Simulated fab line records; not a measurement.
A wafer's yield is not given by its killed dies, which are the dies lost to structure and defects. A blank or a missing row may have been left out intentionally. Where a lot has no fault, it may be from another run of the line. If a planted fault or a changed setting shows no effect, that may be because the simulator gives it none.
fab line records	flow n5Finfet
[record] lots = 7	wafers = 21
route steps=1938 shown BEOL_M12@1605 BEOL_M13@1696 BEOL_M14@1716 BEOL_M15@1801
startH: the number of hours between the record's first day and the start of the first shown wafer of the lot	waitH: hours from the lot's prior step to this one	" the same as in the row above	L1.1+2: a single row standing in for several wafers	- either no value or no given start	* or withheld: withheld	< > ~ a bound
route shown NAME@n: NAME is a module with steps in the file, n the number in the route of the first one	usual: mean and standard deviation over wafers with no fault	same: alike in all rows	chamber/n: place in a boat	sites: per-site readings	_std_site: the standard deviation of these	_edge_site: outer sites' mean less inner sites'	radiusMm: how far each site lies from the wafer's centre	mask NAME#n: copy n	behind: the last tool/chamber to shape the wafer	hold: why the lot was held/for how many hours/how that ended	device: whichever transistor did not switch (one of n, p or np)	end of line: at the end of the route, the tests of the same wafers	for a step that has no rows: nothing shown but its recipe	killed: count of dies lost to structure and defects at first sort (not the wafer's yield)	map: a wafer's dies, x killed, . not, _ none there
set.NAME: setting as actually run; set.NAME@STEP: the setting as run at that earlier step	model.NAME: the simulator's own value behind a step, which no gauge read
lots whose settings were changed on purpose; a table a step, a row a wafer
[[steps]]
[step N5_BEOL_M12_COAT_04]
[recipe] spinRpm = 1625	resistThkNm = 400
lot.wafer	tool	chamber	startH	waitH	set.spinRpm	model.coat_of_BEOL_M12_COAT_04.thkNm
L076.2	lithoTrack-01	0	-	-	1625	399.6
L076.3	"	0	"	"	1625	398.8
L076.6	"	0	"	"	1757	384
L084.1	lithoTrack-04	0	-	-	1701	390.2
L084.5	"	0	"	"	1625	399
L084.6	"	0	"	"	1701	390.6
L088.1	lithoTrack-01	0	-	-	1500	415.4
L088.4	"	0	"	"	1625	397.2
L088.5	"	0	"	"	1500	413.6
L089.2	lithoTrack-01	0	-	-	1625	399.4
L089.5+6	"	0	"	"	1625	399.8
L090.3	lithoTrack-01	0	-	-	1625	399.4
L090.5	"	0	"	"	1625	398
L090.6	"	0	"	"	1535	410.8
L093.2	lithoTrack-05	0	-	-	1496	419.8
L093.4	"	0	"	"	1496	419.2
L093.5	"	0	"	"	1625	401.4
L094.2	lithoTrack-01	0	-	-	1767	384.6
L094.4	"	0	"	"	1625	401
L094.6	"	0	"	"	1625	402
[step N5_BEOL_M12_EBR_06]
[recipe] solvent = PGMEA	ebrWidthMm = 1.5
[step N5_BEOL_M12_SOFTBAKE_05]
[recipe] tempC = 130	timeS = 60
[step N5_BEOL_M12_DESCUM_15]
[recipe] chemistry = O2	timeS = 7.9	sourcePowerW = 50	biasPowerW = 20	pressureMtorr = 20	rfFrequencyHz = 2.712e+07	tempC = 40	o2FlowSccm = 225
[step N5_BEOL_M12_ETCH_59]
[recipe] chemistry = N2/H2	target = BARC	targetDepthA = 890	overetchA = 267	timeS = 67.9	ionEnergyEv = 200	pressureMtorr = 30	sourceW = 840	biasW = 150	n2FlowSccm = 200	h2FlowSccm = 200
lot.wafer	tool	chamber	startH	waitH	set.spinRpm@BEOL_M12_COAT_04	model.coat_of_BEOL_M12_COAT_04.thkNm
L076.2	rieDiel-02	2	238.78	0.0	1625	315.8
L076.3	"	0	"	"	1625	315.4
L076.6	"	1	"	"	1757	300
L084.1	rieDiel-02	2	305.18	0.0	1701	306.8
L084.5	"	0	"	"	1625	316.4
L084.6	"	3	"	"	1701	307.6
L088.1	rieDiel-01	0	323.87	0.0	1500	332.6
L088.4	"	1	"	"	1625	315.6
L088.5	"	1	"	"	1500	332
L089.2	rieDiel-02	0	327.75	0.0	1625	316.4
L089.5	"	2	"	"	1625	315.8
L089.6	"	3	"	"	1625	317.2
L090.3	rieDiel-01	3	339.30	0.0	1625	314.2
L090.5	"	2	"	"	1625	315.2
L090.6	"	1	"	"	1535	329
L093.2	rieDiel-01	0	351.45	0.0	1496	336.4
L093.4	"	3	"	"	1496	333
L093.5	"	1	"	"	1625	320
L094.2	rieDiel-02	3	355.76	0.0	1767	301.4
L094.4+6	"	0,2	"	"	1625	318.6
[step N5_BEOL_M12_VIA_ETCH_16]
[recipe] chemistry = C4F8/O2/Ar	target = SiOC	pressureMtorr = 30	sourceW = 3000	biasW = 700	Ar_flow_sccm = 400	C4F8_flow_sccm = 15	O2_flow_sccm = 8	heInnerTorr = 15	heOuterTorr = 30	targetDepthA = 7248	timeS = withheld	ionEnergyEv = 250	ends = cleared
[step N5_BEOL_M12_STRIP_63]
[recipe] chemistry = N2/H2	powerW = 1000	tempC = 250	h2Frac = 0.65	overashFraction = 0.3	pressureMtorr = 1000	n2FlowSccm = 1750	h2FlowSccm = 3250
[usual] stripTimeToEndpointS = 42.1/0.91
lot.wafer	tool	chamber	startH	waitH	set.spinRpm@BEOL_M12_COAT_04	stripTimeToEndpointS
L076.2	plasmaAsher-02	1	239.04	-	1625	41.7
L076.3	"	1	"	"	1625	42.3
L076.6	"	1	"	"	1757	36.8
L084.1	plasmaAsher-01	1	305.43	-	1701	40.3
L084.5	"	0	"	"	1625	41.5
L084.6	"	1	"	"	1701	39.2
L088.1	plasmaAsher-02	0	324.12	-	1500	46.3
L088.4	"	0	"	"	1625	41.5
L088.5	"	0	"	"	1500	45.5
L089.2	plasmaAsher-02	0	328.00	-	1625	41.8
L089.5	"	1	"	"	1625	41.5
L089.6	"	0	"	"	1625	42.2
L090.3	plasmaAsher-01	0	339.57	-	1625	41.4
L090.5	"	0	"	"	1625	41.7
L090.6	"	1	"	"	1535	45.6
L093.2	plasmaAsher-02	0	351.70	-	1496	47.5
L093.4	"	1	"	"	1496	47.4
L093.5	"	0	"	"	1625	43.2
L094.2	plasmaAsher-02	1	356.02	-	1767	37.8
L094.4	"	1	"	"	1625	42.9
L094.6	"	1	"	"	1625	42.1
[step N5_BEOL_M13_TRENCH_ETCH_34]
[recipe] chemistry = C4F8/O2/Ar	target = SiOC	targetDepthA = 4134.7	maskMaterial = SOC	pressureMtorr = 30	sourceW = 3000	biasW = 700	Ar_flow_sccm = 400	C4F8_flow_sccm = 15	O2_flow_sccm = 8	heInnerTorr = 15	heOuterTorr = 30	timeS = 162.6	ionEnergyEv = 250
lot.wafer	tool	chamber	startH	waitH	set.timeS	model.etch.depthNm
L076.2	rieDiel-03	3	244.58	0.0	162.6	407.8
L076.3	"	2	"	"	132	326.2
L076.6	"	0	"	"	162.6	406.4
L084.1	rieDiel-03	1	310.50	0.0	129.3	329.6
L084.5	"	1	"	"	162.6	414.6
L084.6	"	2	"	"	162.6	405.2
L088.1	rieDiel-04	1	332.18	0.0	176.8	444.4
L088.4	"	2	"	"	162.6	416.7
L088.5	"	3	"	"	162.6	411.4
L089.2	rieDiel-04	0	336.10	0.0	162.6	401.6
L089.5	"	3	"	"	162.6	405.9
L089.6	"	2	"	"	162.6	410.9
L090.3	rieDiel-06	1	344.99	0.0	162.6	409.2
L090.5	"	2	"	"	162.6	413.9
L090.6	"	3	"	"	162.6	430.6
L093.2	rieDiel-04	0	358.70	0.0	139.1	343.6
L093.4	"	1	"	"	162.6	408.3
L093.5	"	0	"	"	162.6	400.2
L094.2	rieDiel-04	3	361.90	0.0	162.6	404.4
L094.4	"	1	"	"	145.9	363.5
L094.6	"	1	"	"	162.6	405.6
[step N5_BEOL_M13_STRIP_70]
[recipe] chemistry = C4F8/O2/Ar	resist = SiARC	rfFrequencyHz = 6e+07
[step N5_BEOL_M13_OCD_MEAS_35]
[usual] trenchDepthNm = 412/5.7
lot.wafer	tool	chamber	startH	waitH	set.timeS@BEOL_M13_TRENCH_ETCH_34	trenchDepthNm
L076.2	ocd-02	-	244.76	0.0	162.6	408
L076.3	"	-	"	"	132	326
L076.6	"	-	"	"	162.6	406
L084.1	ocd-02	-	310.67	0.0	129.3	330
L084.5	"	-	"	"	162.6	415
L084.6	"	-	"	"	162.6	405
L088.1	ocd-01	-	332.35	0.0	176.8	445
L088.4	"	-	"	"	162.6	417
L088.5	"	-	"	"	162.6	411
L089.2	ocd-01	-	336.28	0.0	162.6	401
L089.5	"	-	"	"	162.6	406
L089.6	"	-	"	"	162.6	411
L090.3	ocd-02	-	345.17	0.0	162.6	409
L090.5	"	-	"	"	162.6	414
L090.6	"	-	"	"	162.6	431
L093.2	ocd-01	-	358.88	0.0	139.1	343
L093.4	"	-	"	"	162.6	408
L093.5	"	-	"	"	162.6	400
L094.2	ocd-01	-	362.08	0.0	162.6	405
L094.4	"	-	"	"	145.9	363
L094.6	"	-	"	"	162.6	406
[step N5_BEOL_M13_SPUTTER_45]
[recipe] material = Cu	targetThkA = 800	tempC = -20	biasV = 60	powerW = 26000	chamberPressurePa = 0.13	timeS = 13.33
lot.wafer	tool	chamber	startH	waitH	set.powerW
L076.2+6	pvdSputter-02	-	251.03	0.0	26000
L076.3	"	-	"	"	21870
L084.1+6	pvdSputter-01	-	312.10	0.0	23530
L084.5	"	-	"	"	26000
L088.1	pvdSputter-02	-	334.67	0.0	26000
L088.4+5	"	-	"	"	22490
L089.2+5+6	pvdSputter-02	-	339.04	0.0	26000
L090.3+6	pvdSputter-01	-	349.53	0.0	26000
L090.5	"	-	"	"	30600
L093.2+5	pvdSputter-01	-	359.75	0.0	26000
L093.4	"	-	"	"	27280
L094.2+4+6	pvdSputter-01	-	363.77	0.0	26000
[step N5_BEOL_M13_ECD_47]
[recipe] material = Cu	targetThkA = 9360
[step N5_BEOL_M13_ANNEAL_48]
[recipe] tempC = 225	timeS = 90	ambient = N2
[step N5_BEOL_M13_CMP_49]
[recipe] stopOn = SiOC	tOverpolishS = 17.1	downForcePsi = 1	platenRpm = 50	clearingPlatenDownForcePsi = 1.5	clearingPlatenRpm = 50	postCmpClean = cuAlkaline	targetThkNm = 420	clearingPlatenPadVelocityMS = 0.99484	padVelocityMS = 0.99484
lot.wafer	tool	chamber	startH	waitH	set.timeS@BEOL_M13_TRENCH_ETCH_34	model.Cu_of_BEOL_M13_ECD_47.thkNm
L076.3	cmp-01	1	251.85	0.2	132	-
L076.2	"	3	"	"	162.6	413.4
L076.6	"	1	"	"	162.6	412.2
L084.1	cmp-03	0	312.89	0.3	129.3	-
L084.5	"	2	"	"	162.6	423
L084.6	"	3	"	"	162.6	-
L088.4+5	cmp-02	0,3	335.32	0.2	162.6	-
L088.1	"	1	"	"	176.8	450
L089.2	cmp-03	2	339.68	0.2	162.6	409.2
L089.6	"	2	"	"	162.6	418.4
L089.5	"	3	"	"	162.6	411
L090.3	cmp-02	3	350.23	0.3	162.6	418.4
L090.6	"	0	"	"	162.6	439.2
L090.5	"	1	"	"	162.6	-
L093.4	cmp-03	0	360.39	0.2	162.6	-
L093.2	"	1	"	"	139.1	351.6
L093.5	"	0	"	"	162.6	407.6
L094.2	cmp-02	0	364.57	0.2	162.6	412.4
L094.4	"	3	"	"	145.9	371.2
L094.6	"	1	"	"	162.6	412.6
[step N5_BEOL_M13_PRE_CLEAN_52]
[recipe] gas = NH3	timeS = 15	tempC = withheld	rfPowerW = 300
[step N5_BEOL_M13_DEP_53]
[recipe] material = SiCN	targetThkA = 500	tempC = withheld	precursor = 3MS/NH3	pressureTorr = 3	rfW = 675	timeS = 17.8
[step N5_BEOL_M13_RS_MEAS_54]
[recipe] thkMeasGauge = four-point-probe	reads = Cu_of_BEOL_M13_ECD_47+Ta_of_BEOL_M13_SPUTTER_44+TaN_of_BEOL_M13_SPUTTER_43
[usual] M13_RS = 0.0451/0.00063
lot.wafer	tool	chamber	startH	waitH	set.timeS@BEOL_M13_TRENCH_ETCH_34	M13_RS[ohm/sq]
L076.2	filmMetro-02	-	252.27	0.1	162.6	0.0456
L076.3	"	-	"	"	132	0.0574
L076.6	"	-	"	"	162.6	0.0458
L084.1	filmMetro-01	-	313.24	0.0	129.3	0.0566
L084.5	"	-	"	"	162.6	0.0446
L084.6	"	-	"	"	162.6	0.0456
L088.1	filmMetro-01	-	335.67	0.0	176.8	0.0418
L088.4	"	-	"	"	162.6	0.0444
L088.5	"	-	"	"	162.6	0.0451
L089.2	filmMetro-02	-	340.10	0.1	162.6	0.0462
L089.5	"	-	"	"	162.6	0.0458
L089.6	"	-	"	"	162.6	0.0449
L090.3	filmMetro-01	-	350.55	0.1	162.6	0.0451
L090.5	"	-	"	"	162.6	0.0449
L090.6	"	-	"	"	162.6	0.0429
L093.2	filmMetro-01	-	360.80	0.1	139.1	0.0539
L093.4	"	-	"	"	162.6	0.0453
L093.5	"	-	"	"	162.6	0.0464
L094.2	filmMetro-01	-	365.00	0.1	162.6	0.0458
L094.4	"	-	"	"	145.9	0.0510
L094.6	"	-	"	"	162.6	0.0458
[step N5_BEOL_M14_ILD_DEP_00]
[recipe] material = SiO2	targetThkA = 11193	tempC = 400	precursor = TEOS/O2	pressureTorr = 6.5	rfW = 900	teosFlowSccm = 161.4	gas = O2	flowSccm = 2650	timeS = 237.4
lot.wafer	tool	chamber	startH	waitH	set.timeS	model.SiO2_of_BEOL_M14_ILD_DEP_00.thkNm
L076.2	pecvd-01	1	252.33	0.0	237.4	1108
L076.3	"	0	"	"	237.4	1121
L076.6	"	0	"	"	237.4	1134
L084.1	pecvd-04	0	313.30	0.0	237.4	1120
L084.5	"	1	"	"	237.4	1112
L084.6	"	2	"	"	225.5	1073
L088.1	pecvd-03	0	335.73	0.0	237.4	1100
L088.4	"	1	"	"	203.3	944.6
L088.5	"	2	"	"	237.4	1145
L089.2	pecvd-04	0	340.16	0.0	237.4	1118
L089.5	"	0	"	"	237.4	1128
L089.6	"	1	"	"	237.4	1112
L090.3	pecvd-04	1	350.61	0.0	237.4	1091
L090.5	"	0	"	"	237.4	1133
L090.6	"	1	"	"	210.3	984
L093.2	pecvd-04	1	360.86	0.0	237.4	1095
L093.4	"	0	"	"	237.4	1132
L093.5	"	2	"	"	226.6	1078
L094.2	pecvd-03	1	365.06	0.0	266.5	1212
L094.4	"	0	"	"	266.5	1249
L094.6	"	1	"	"	237.4	1124
[step N5_BEOL_M14_THK_MEAS_01]
[recipe] reads = SiO2_of_BEOL_M14_ILD_DEP_00
[usual] M14_ILD_THK = 1119/15
lot.wafer	tool	chamber	startH	waitH	set.timeS@BEOL_M14_ILD_DEP_00	M14_ILD_THK[nm]
L076.2	filmMetro-02	-	252.52	0.1	237.4	1107
L076.3	"	-	"	"	237.4	1121
L076.6	"	-	"	"	237.4	1134
L084.1	filmMetro-02	-	313.49	0.1	237.4	1120
L084.5	"	-	"	"	237.4	1112
L084.6	"	-	"	"	225.5	1073
L088.1	filmMetro-01	-	335.92	0.1	237.4	1102
L088.4	"	-	"	"	203.3	944
L088.5	"	-	"	"	237.4	1145
L089.2	filmMetro-01	-	340.44	0.2	237.4	1117
L089.5	"	-	"	"	237.4	1128
L089.6	"	-	"	"	237.4	1112
L090.3	filmMetro-01	-	350.80	0.1	237.4	1091
L090.5	"	-	"	"	237.4	1133
L090.6	"	-	"	"	210.3	984
L093.2	filmMetro-01	-	361.06	0.1	237.4	1095
L093.4	"	-	"	"	237.4	1133
L093.5	"	-	"	"	226.6	1078
L094.2	filmMetro-01	-	365.25	0.1	266.5	1212
L094.4	"	-	"	"	266.5	1248
L094.6	"	-	"	"	237.4	1125
[step N5_BEOL_M14_COAT_58]
[recipe] resist = BARC	tempC = 205	timeS = 60	spinRpm = 1500	resistThkNm = 89
[step N5_BEOL_M14_COAT_04]
[recipe] spinRpm = 1704	resistThkNm = 800
[step N5_BEOL_M14_DESCUM_15]
[recipe] chemistry = O2	timeS = 7.9	sourcePowerW = 50	biasPowerW = 20	pressureMtorr = 20	rfFrequencyHz = 2.712e+07	tempC = 40	o2FlowSccm = 225
[step N5_BEOL_M14_ETCH_59]
[recipe] chemistry = N2/H2	target = BARC	targetDepthA = 890	overetchA = 267	timeS = 67.9	ionEnergyEv = 200	pressureMtorr = 30	sourceW = 840	biasW = 150	n2FlowSccm = 200	h2FlowSccm = 200
[step N5_BEOL_M14_VIA_ETCH_16]
[recipe] chemistry = C4F8/O2/Ar	target = SiO2	heInnerTorr = 15	heOuterTorr = 30	targetDepthA = 12313	timeS = withheld	ionEnergyEv = 800	pressureMtorr = 20	sourceW = 1905	biasW = 2040	Ar_flow_sccm = 400	C4F8_flow_sccm = 16	O2_flow_sccm = 12	ends = cleared
lot.wafer	tool	chamber	startH	waitH	set.timeS@BEOL_M14_ILD_DEP_00	model.etch.depthNm	model.coat_of_BEOL_M14_COAT_04.thkNm
L076.2	rieDiel-05	0	253.21	0.0	*	1108	455.4
L076.3	"	3	"	"	*	1121	452.2
L076.6	"	1	"	"	*	1134	451
L084.1	rieDiel-05	2	314.10	0.0	*	1120	453
L084.5	"	1	"	"	*	1112	453.8
L084.6	"	0	"	"	*	1073	464
L088.1	rieDiel-01	2	336.40	0.0	*	1100	457.4
L088.4	"	3	"	"	*	944.7	505.4
L088.5	"	1	"	"	*	1145	450.4
L089.2	rieDiel-02	0	341.69	0.0	*	1118	457.8
L089.5	"	2	"	"	*	1128	449.4
L089.6	"	0	"	"	*	1112	458.2
L090.3	rieDiel-05	2	351.42	0.1	*	1091	456.4
L090.5	"	2	"	"	*	1133	446.4
L090.6	"	1	"	"	*	984	484.8
L093.2	rieDiel-01	3	361.54	0.0	*	1095	466.8
L093.4	"	0	"	"	*	1132	455
L093.5	"	3	"	"	*	1078	470.4
L094.2	rieDiel-05	0	365.86	0.0	*	1212	433
L094.4	"	3	"	"	*	1249	419.8
L094.6	"	0	"	"	*	1124	451.2
[step N5_BEOL_M15_PEB_26]
[recipe] pebTempC = 130	pebTimeS = 90
lot.wafer	tool	chamber	startH	waitH	set.pebTempC
L076.2+3+6	lithoTrack-01	0	259.54	0.0	130
L084.1+6	lithoTrack-02	0	320.61	0.1	130
L084.5	"	0	"	"	126.9
L088.1+5	lithoTrack-02	0	342.30	0.1	126.8
L088.4	"	0	"	"	130
L089.2+5+6	lithoTrack-02	0	348.32	0.0	130
L090.3+5+6	lithoTrack-05	0	358.32	0.0	128.1
L093.2+5	lithoTrack-05	0	368.11	0.0	127.9
L093.4	"	0	"	"	130
L094.2	lithoTrack-01	0	372.13	0.0	128.5
L094.4+6	"	0	"	"	130
[step N5_BEOL_M15_DEVELOP_27]
[recipe] developTimeS = 45	rinseLiquid = diw	dry = airSpin	devTempC = 21
[step N5_BEOL_M15_HARDBAKE_32]
[recipe] tempC = 130	timeS = 120
[step N5_BEOL_M15_CD_MEAS_28]
[recipe] targetCdNm = 407.6	landingEnergyEv = 500	detector = seInlens
[usual] cdNm = 408.1/2.5
lot.wafer	tool	chamber	startH	waitH	set.pebTempC@BEOL_M15_PEB_26	cdNm
L076.2	cdSem-01	0	259.65	-	130	403.8
L076.3	"	0	"	"	130	403.5
L076.6	"	0	"	"	130	403.0
L084.1	cdSem-01	0	320.72	-	130	407.5
L084.5	"	0	"	"	126.9	392.7
L084.6	"	0	"	"	130	405.4
L088.1	cdSem-03	0	342.41	-	126.8	390.8
L088.4	"	0	"	"	130	406.9
L088.5	"	0	"	"	126.8	389.3
L089.2	cdSem-03	0	348.44	-	130	406.4
L089.5	"	0	"	"	130	408.2
L089.6	"	0	"	"	130	406.6
L090.3	cdSem-02	0	358.43	-	128.1	399.1
L090.5	"	0	"	"	128.1	399.8
L090.6	"	0	"	"	128.1	397.8
L093.2	cdSem-02	0	368.22	-	127.9	398.1
L093.4	"	0	"	"	130	409.1
L093.5	"	0	"	"	127.9	399.9
L094.2	cdSem-03	0	372.24	-	128.5	399.4
L094.4	"	0	"	"	130	411.2
L094.6	"	0	"	"	130	409.3
[step N5_BEOL_M15_DESCUM_33]
[recipe] chemistry = O2	timeS = 7.9	sourcePowerW = 50	biasPowerW = 20	pressureMtorr = 20	rfFrequencyHz = 2.712e+07	tempC = 40	o2FlowSccm = 225
lot.wafer	tool	chamber	startH	waitH	set.pebTempC@BEOL_M15_PEB_26	model.BEOL_M15.cdNm
L076.2	rieDiel-06	2	259.74	0.0	130	403.6
L076.3	"	0	"	"	130	403.4
L076.6	"	3	"	"	130	402.8
L084.1	rieDiel-04	0	321.05	0.3	130	407.4
L084.5	"	0	"	"	126.9	393
L084.6	"	1	"	"	130	405.4
L088.1	rieDiel-03	2	342.59	0.1	126.8	390.6
L088.4	"	3	"	"	130	406.8
L088.5	"	0	"	"	126.8	389.6
L089.2+6	rieDiel-06	1	348.54	0.1	130	406.4
L089.5	"	3	"	"	130	407.8
L090.3	rieDiel-06	2	358.74	0.3	128.1	399.4
L090.5	"	0	"	"	128.1	399.6
L090.6	"	1	"	"	128.1	397.8
L093.2	rieDiel-06	1	368.53	0.3	127.9	398
L093.4	"	3	"	"	130	409.2
L093.5	"	0	"	"	127.9	399.6
L094.2	rieDiel-06	2	372.33	0.0	128.5	399.8
L094.4	"	3	"	"	130	411.2
L094.6	"	3	"	"	130	409.8
[step N5_BEOL_M15_ETCH_61]
[recipe] chemistry = N2/H2	target = BARC	targetDepthA = 890	overetchA = 267	timeS = 67.9	ionEnergyEv = 200	pressureMtorr = 30	sourceW = 840	biasW = 150	n2FlowSccm = 200	h2FlowSccm = 200
lot.wafer	tool	chamber	startH	waitH	set.pebTempC@BEOL_M15_PEB_26	model.BEOL_M15.cdNm
L076.2	rieDiel-06	2	259.77	0.0	130	396.4
L076.3	"	0	"	"	130	394.8
L076.6	"	3	"	"	130	397
L084.1	rieDiel-04	0	321.08	0.0	130	399
L084.5	"	0	"	"	126.9	384.8
L084.6	"	1	"	"	130	397.8
L088.1	rieDiel-03	2	342.62	0.0	126.8	384
L088.4	"	3	"	"	130	398.6
L088.5	"	0	"	"	126.8	381
L089.2+6	rieDiel-06	1	348.58	0.0	130	398
L089.5	"	3	"	"	130	400
L090.3	rieDiel-06	2	358.78	0.0	128.1	391.4
L090.5	"	0	"	"	128.1	391
L090.6	"	1	"	"	128.1	391.6
L093.2	rieDiel-06	1	368.56	0.0	127.9	390.4
L093.4	"	3	"	"	130	401.4
L093.5	"	0	"	"	127.9	390.2
L094.2	rieDiel-06	2	372.37	0.0	128.5	391.2
L094.4	"	3	"	"	130	404
L094.6	"	3	"	"	130	403
[[key]]
[split] step = N5_BEOL_M12_COAT_04	setting = spinRpm	stated = 1625	by = wafer
[response] step = N5_BEOL_M12_COAT_04	reading = model.coat_of_BEOL_M12_COAT_04.thkNm	change = -2.07	per = 1%	r = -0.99
[response] step = N5_BEOL_M12_ETCH_59	reading = model.coat_of_BEOL_M12_COAT_04.thkNm	change = -2.03	per = 1%	r = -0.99
[response] step = N5_BEOL_M12_STRIP_63	reading = stripTimeToEndpointS	change = *	per = 1%	r = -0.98
[split] step = N5_BEOL_M13_TRENCH_ETCH_34	setting = timeS	stated = 162.6	by = wafer
[response] step = N5_BEOL_M13_TRENCH_ETCH_34	reading = model.etch.depthNm	change = +4.07	per = 1%	r = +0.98
[response] step = N5_BEOL_M13_OCD_MEAS_35	reading = trenchDepthNm	change = +4.08	per = 1%	r = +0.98
[response] step = N5_BEOL_M13_CMP_49	reading = model.Cu_of_BEOL_M13_ECD_47.thkNm	change = +3.93	per = 1%	r = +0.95
[response] step = N5_BEOL_M13_RS_MEAS_54	reading = M13_RS	change = -0.000561	per = 1%	r = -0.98
[split] step = N5_BEOL_M13_SPUTTER_45	setting = powerW	stated = 26000	by = wafer
response none clear
[split] step = N5_BEOL_M14_ILD_DEP_00	setting = timeS	stated = 237.4	by = wafer
[response] step = N5_BEOL_M14_ILD_DEP_00	reading = model.SiO2_of_BEOL_M14_ILD_DEP_00.thkNm	change = +10.7	per = 1%	r = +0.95
[response] step = N5_BEOL_M14_THK_MEAS_01	reading = M14_ILD_THK	change = +10.7	per = 1%	r = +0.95
[response] step = N5_BEOL_M14_VIA_ETCH_16	reading = model.etch.depthNm	change = +10.7	per = 1%	r = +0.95
[response] step = N5_BEOL_M14_VIA_ETCH_16	reading = model.coat_of_BEOL_M14_COAT_04.thkNm	change = -2.86	per = 1%	r = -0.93
[split] step = N5_BEOL_M15_PEB_26	setting = pebTempC	stated = 130	by = wafer
[response] step = N5_BEOL_M15_CD_MEAS_28	reading = cdNm	change = +6.57	per = 1%	r = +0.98
[response] step = N5_BEOL_M15_DESCUM_33	reading = model.BEOL_M15.cdNm	change = +6.52	per = 1%	r = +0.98
[response] step = N5_BEOL_M15_ETCH_61	reading = model.BEOL_M15.cdNm	change = +6.64	per = 1%	r = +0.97
